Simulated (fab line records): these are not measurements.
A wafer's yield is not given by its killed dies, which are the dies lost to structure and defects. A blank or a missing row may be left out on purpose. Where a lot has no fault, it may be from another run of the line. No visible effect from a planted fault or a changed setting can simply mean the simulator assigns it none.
A struck lot beside a sound one	flow nand_harc	14 steps out of a route of 1302
Sound: the wafers L165.3, L165.5, L165.6. Wafers L173.3, L173.4, L173.5 were the ones struck. Last of all comes the cause.
Per side, at each step with rows, come the tool, then ch with its chambers, and then its first start. Under that, the readings that differ: sound wafers	struck wafers	difference of the means	sigmas: that difference in standard deviations of wafers without a fault.
alike: readings with means less than 2 such deviations apart, plus words and numbers identical on both sides. not compared: withheld readings, readings lacking a value on some wafer, bounds such as >300 that could conceal the same value, and numbers that have no deviation in the record and whose values overlap.
The two part at a step that has a row with sigmas, a row that says differs or no value, or rows on one side only. Non-overlapping numbers with no deviation appear without sigmas and do not part them. A reading that every wafer of one side lacks parts them only if that side has two wafers or more.

first, 3 steps without rows for these wafers: NHARC_P_GATE_EXPOSE_08 (exposes mask P HV); NHARC_P_GATE_PEB_09 (peb time 85 s); NHARC_P_GATE_DEVELOP_10 (time 70 s).
NHARC_P_GATE_CD_MEAS_11: the cd target is 1640 nm.
  sound on cd_sem-03 ch 0, day 5 00:52; struck on cd_sem-02 ch 0, day 8 14:09
  alike: cd_nm
then, 1 step without rows for these wafers: NHARC_P_GATE_HARDBAKE_12 (time 80 s).
NHARC_P_GATE_DESCUM_13: chemistry O2, time 3 s.
  sound on rie_diel-08 ch 0,2,3, day 5 01:02; struck on rie_diel-05 ch 0,2, day 8 14:19
  alike: drypump_motor_current_A, oes_product_au, rf_vpp_V, showerhead_plenum_p_Torr, throttle_valve_pct
  not compared: rf_hours_counter_h
then, 6 steps without rows for these wafers: NHARC_P_GATE_ETCH_14 (etches SiO2 in dHF, target depth 48.8 nm); NHARC_P_GATE_STRIP_15 (strips in SPM, time 780 s); NHARC_P_GATE_PRECLEAN_71 (cleans in SC1); NHARC_P_GATE_SRD_72; NHARC_P_GATE_OXIDE_16 (material SiO2, target thk 3 nm, ox time 392 s); NHARC_P_GATE_CVD_17 (deposits poly-Si, target thk 150 nm, time 900 s).
NHARC_P_GATE_HM_DEP_102: deposits aC, target thk 120 nm.
  sound on acl_dep-02 ch 0, day 5 13:32; struck on acl_dep-02 ch 0, day 9 07:52
  alike: throttle_valve_pct
NHARC_P_GATE_DEP_103: deposits SiON, target thk 30 nm.
  sound on pecvd-02 ch 0,2, day 5 13:59; struck on pecvd-04 ch 0,2, day 9 08:23
  alike: heater_power_w, rf_fwd_power_W
  not compared: since_wet_clean_h

## WHERE THEY PART
Nowhere in this record.

WHY: the cause the simulator had injected
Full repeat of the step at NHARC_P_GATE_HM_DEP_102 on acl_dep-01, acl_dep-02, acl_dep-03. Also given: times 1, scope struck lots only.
